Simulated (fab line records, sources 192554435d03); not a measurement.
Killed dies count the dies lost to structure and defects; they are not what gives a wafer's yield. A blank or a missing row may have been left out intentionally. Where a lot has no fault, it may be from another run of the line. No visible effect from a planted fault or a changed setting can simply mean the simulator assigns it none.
Which of the tools did it? -- flow n5-finfet -- 10 lots with 28 wafers sampled at 5 steps, on a route of 1938 steps

## WHAT EACH GAUGE READ, for each wafer
N5_BEOL_M0_SAQP_CD_MEAS_40 targets a cd of 30 nm. Usual: cd-nm 29.95 nm, standard deviation 0.23.
lot,measured,on,cd-nm (nm),flag
L759,day 6 05:22,cd-sem-02,29.84 30.07,
L761,day 6 14:49,cd-sem-03,29.97 29.78,
L763,day 7 04:35,cd-sem-02,30.10 29.90 29.93,
L769,day 8 15:25,cd-sem-03,29.89 29.71 29.88,
L771,day 9 05:16,cd-sem-02,29.73 30.09 29.64,
L772,day 9 11:20,cd-sem-01,29.86 29.63 29.88,
L775,day 10 02:31,cd-sem-02,29.67 29.68 29.77,
L776,day 10 08:38,cd-sem-01,30.15 29.69 30.19,
L777,day 10 15:18,cd-sem-02,29.93 29.72 29.98,
L780,day 11 14:44,cd-sem-01,29.79 29.86 29.74,

N5_BEOL_M4_RC_MEAS_101. Usual: DIBL_N 36.5 mV/V, standard deviation 1.9; DIBL_P 36.4 mV/V, standard deviation 2.2; IOFF_N 0.17 nA/um, standard deviation 0.034; IOFF_P 0.21 nA/um, standard deviation 0.036; ION_N 678 uA/um, standard deviation 12; ION_P 462 uA/um, standard deviation 7.1; SS_N 71.7 mV/dec, standard deviation 0.61; SS_P 73.4 mV/dec, standard deviation 0.71; VT_N 249 mV, standard deviation 3.5; VT_P -251 mV, standard deviation 3.
lot,measured,on,DIBL_N (mV/V),DIBL_P (mV/V),IOFF_N (nA/um),IOFF_P (nA/um),ION_N (uA/um),ION_P (uA/um),SS_N (mV/dec),SS_P (mV/dec),VT_N (mV),VT_P (mV),flag
L759,day 9 12:31,prober-02,39.2 39.5,39.0 38.4,0.22 0.22,0.23 0.24,689 677,462 464,72.0 72.4,74.0 73.7,246 245,-252 -252,
L761,day 9 01:02,prober-01,34.2 34.4,34.7 34.6,0.15 0.15,0.20 0.20,675 676,464 471,70.5 70.9,72.9 73.6,249 250,-249 -248,
L763,day 9 21:43,prober-01,38.0 38.1 36.9,36.3 36.2 36.1,0.18 0.17 0.16,0.21 0.19 0.21,679 669 676,458 453 461,71.9 72.0 71.0,73.6 73.5 73.4,250 252 248,-251 -255 -249,
L769,day 12 12:31,prober-01,38.7 37.4 39.8,36.9 35.4 39.0,0.17 0.15 0.20,0.20 0.18 0.24,686 657 690,460 455 466,71.9 71.2 72.5,73.5 73.8 74.3,248 254 249,-252 -254 -252,
L775,day 13 19:34,prober-01,33.3 33.8 35.5,34.4 34.5 36.3,0.14 0.12 0.16,0.16 0.16 0.19,686 662 674,462 455 456,72.0 71.7 71.9,72.5 73.3 73.9,250 254 250,-254 -253 -253,
L776,day 13 10:07,prober-01,36.8 35.3 35.3,38.1 37.1 37.4,0.18 0.16 0.17,0.22 0.19 0.20,676 673 689,468 456 470,71.6 72.2 72.2,73.6 72.8 72.9,248 251 249,-252 -254 -252,
L777,day 14 06:35,prober-01,38.7 36.4 35.9,38.4 35.0 34.8,0.20 0.16 0.14,0.27 0.21 0.20,687 684 678,466 465 468,72.4 71.9 71.1,74.0 73.6 73.4,247 249 252,-246 -250 -253,
L780,day 15 11:43,prober-01,36.4 34.1 34.1,35.3 32.6 32.6,0.16 0.13 0.13,0.21 0.17 0.18,669 673 676,459 464 466,71.8 71.4 71.1,73.7 72.4 73.0,250 253 251,-250 -253 -252,

## TOOL THAT RAN EACH LOT (tool first, then ch and the chambers of the sampled wafers, then the start)
lot,N5_BEOL_M0_SAQP_STRIP_86,N5_BEOL_M0_SAQP_STRIP_108,N5_BEOL_M0_SAQP_CUT_ETCH_46
L759,"rie-diel-02 ch 1, day 6 01:53","rie-diel-05 ch 1,3, day 6 04:07","rie-diel-06 ch 0,1, day 6 05:35"
L761,"rie-diel-05 ch 3, day 6 10:18","rie-diel-05 ch 1,3, day 6 12:20","rie-diel-05 ch 0,2, day 6 15:22"
L763,"rie-diel-02 ch 1,2, day 7 00:28","rie-diel-02 ch 1,2,3, day 7 03:07","rie-diel-02 ch 0,1, day 7 04:47"
L769,"rie-diel-02 ch 1,2, day 8 12:08","rie-diel-05 ch 0,1,2, day 8 14:10","rie-diel-05 ch 0,1,2, day 8 15:38"
L771,"rie-diel-06 ch 1,3, day 9 01:50","rie-diel-05 ch 0,1,2, day 9 03:53","rie-diel-02 ch 2,3, day 9 05:29"
L772,"rie-diel-05 ch 0,1,2, day 9 06:52","rie-diel-06 ch 0,1,3, day 9 09:45","rie-diel-06 ch 0,1,3, day 9 11:45"
L775,"rie-diel-06 ch 0,1, day 9 22:50","rie-diel-06 ch 2,3, day 10 01:08","rie-diel-06 ch 0,1,3, day 10 02:52"
L776,"rie-diel-05 ch 0,1,3, day 10 05:09","rie-diel-06 ch 0,2,3, day 10 07:22","rie-diel-02 ch 1,3, day 10 08:50"
L777,"rie-diel-02 ch 1,2,3, day 10 11:54","rie-diel-06 ch 0,1,2, day 10 13:53","rie-diel-02 ch 1,2,3, day 10 15:31"
L780,"rie-diel-06 ch 0,1,3, day 11 10:53","rie-diel-06 ch 0,1,3, day 11 13:01","rie-diel-02 ch 1,3, day 11 15:38"
- N5_BEOL_M0_SAQP_STRIP_86: strips in N2/H2.
- N5_BEOL_M0_SAQP_STRIP_108: strips in N2/H2.
- N5_BEOL_M0_SAQP_CUT_ETCH_46: etches SOC in N2/H2, target depth 135 nm, overetch 27 nm, time 202.5 s.

## AS READ BY THE TOOLS THEMSELVES (means over the sampled wafers that have a number; for cases with no such wafer, the mark the record gives instead)
N5_BEOL_M0_SAQP_STRIP_86. Usual: drypump-motor-current-A 5.6 A, standard deviation 0.45; n2-flow-sccm 299.9 sccm, standard deviation 0.81; oes-product-au 0.76 a.u., standard deviation 0.069; rf-vpp-V 122.0 V, standard deviation 1.4; showerhead-plenum-p-Torr 3.37 Torr, standard deviation 0.089; throttle-valve-pct 19.0 %, standard deviation 0.41.
lot,tool,drypump-motor-current-A (A),n2-flow-sccm (sccm),oes-product-au (a.u.),rf-vpp-V (V),showerhead-plenum-p-Torr (Torr),throttle-valve-pct (%),flag
L759,rie-diel-02,5.7,300.8,0.88,121.7,3.31,18.7,
L761,rie-diel-05,5.1,299.2,0.68,120.9,3.30,19.4,
L763,rie-diel-02,5.9,300.3,0.80,122.0,3.35,18.7,
L769,rie-diel-02,5.8,299.6,0.82,122.2,3.32,18.8,
L771,rie-diel-06,6.0,300.6,0.70,122.6,3.43,19.1,
L772,rie-diel-05,5.7,299.9,0.79,122.0,3.38,18.5,
L775,rie-diel-06,5.6,299.6,0.75,122.1,3.28,19.3,
L776,rie-diel-05,5.3,299.8,0.73,121.6,3.33,18.7,
L777,rie-diel-02,5.8,300.0,0.83,122.0,3.32,18.8,
L780,rie-diel-06,5.8,300.1,0.72,122.0,3.35,19.2,

N5_BEOL_M0_SAQP_STRIP_108. Usual: drypump-motor-current-A 5.7 A, standard deviation 0.46; n2-flow-sccm 300.0 sccm, standard deviation 0.89; oes-product-au 0.75 a.u., standard deviation 0.072; rf-vpp-V 122.0 V, standard deviation 0.82; showerhead-plenum-p-Torr 3.37 Torr, standard deviation 0.089; throttle-valve-pct 19.0 %, standard deviation 0.46.
lot,tool,drypump-motor-current-A (A),n2-flow-sccm (sccm),oes-product-au (a.u.),rf-vpp-V (V),showerhead-plenum-p-Torr (Torr),throttle-valve-pct (%),flag
L759,rie-diel-05,5.3,299.8,0.70,122.1,3.38,19.1,
L761,rie-diel-05,5.3,299.9,0.70,122.5,3.38,19.1,
L763,rie-diel-02,5.7,299.9,0.76,121.9,3.33,18.9,
L769,rie-diel-05,5.7,299.1,0.79,122.6,3.38,18.5,
L771,rie-diel-05,5.7,298.9,0.80,122.1,3.38,18.5,
L772,rie-diel-06,5.8,300.7,0.73,121.9,3.35,19.2,
L775,rie-diel-06,5.6,301.5,0.73,122.6,3.47,19.3,
L776,rie-diel-06,5.5,299.8,0.74,121.6,3.40,19.2,
L777,rie-diel-06,5.8,299.8,0.73,121.3,3.35,19.3,
L780,rie-diel-06,5.8,299.8,0.72,121.9,3.35,19.2,

N5_BEOL_M0_SAQP_CUT_ETCH_46. Usual: bias-w 150.0 W, standard deviation 0.41; chamber-pressure-mTorr 29.998 mTorr, standard deviation 0.027; drypump-motor-current-A 5.6 A, standard deviation 0.4; n2-flow-sccm 200.0 sccm, standard deviation 0.56; rf-vpp-V 524.0 V, standard deviation 1.9; showerhead-plenum-p-Torr 2.55 Torr, standard deviation 0.066; throttle-valve-pct 17.81 %, standard deviation 0.24.
lot,tool,bias-w (W),chamber-pressure-mTorr (mTorr),drypump-motor-current-A (A),n2-flow-sccm (sccm),rf-vpp-V (V),showerhead-plenum-p-Torr (Torr),throttle-valve-pct (%),flag
L759,rie-diel-06,150.0,29.977,5.9,200.0,522.5,2.50,18.02,
L761,rie-diel-05,149.8,30.011,5.7,199.8,522.9,2.53,17.38,
L763,rie-diel-02,150.0,30.009,5.3,200.0,525.1,2.58,18.02,
L769,rie-diel-05,149.5,30.009,5.7,200.2,524.0,2.56,17.52,
L771,rie-diel-02,-,-,-,-,-,-,-,OFF
L772,rie-diel-06,-,-,-,-,-,-,-,OFF
L775,rie-diel-06,149.7,30.011,5.8,199.0,524.0,2.54,18.03,
L776,rie-diel-02,149.6,30.008,5.6,200.4,522.0,2.49,17.80,
L777,rie-diel-02,149.9,30.012,5.8,200.0,523.5,2.51,17.77,
L780,rie-diel-02,149.8,29.987,5.6,200.1,522.6,2.49,17.83,

## THE ANSWER, worked out from the rows above alone
Rule: take the mean of a lot's wafers that have a number; if it is more than 3 standard deviations from the usual mean, the lot is off. A lot without any number at a reading at which 4 lots or more have one is off too. All remaining lots with rows at the step are treated as sound. First the gauges in route order, then the tools' own readings, where a lot's mean is used as printed above. At the first step where some lot is off, the reading lying furthest off is the one used; lots without a number count as furthest.
Off at N5_BEOL_M0_SAQP_CUT_ETCH_46 (bias-w): L771, L772. Without a number there: L771, L772.
A tool fits if, at that step or a process step before it, it ran every lot that is off, and no sound lot after the first of them. None of those tried fits.

## WHAT HAD BEEN PUT IN BY THE SIMULATOR
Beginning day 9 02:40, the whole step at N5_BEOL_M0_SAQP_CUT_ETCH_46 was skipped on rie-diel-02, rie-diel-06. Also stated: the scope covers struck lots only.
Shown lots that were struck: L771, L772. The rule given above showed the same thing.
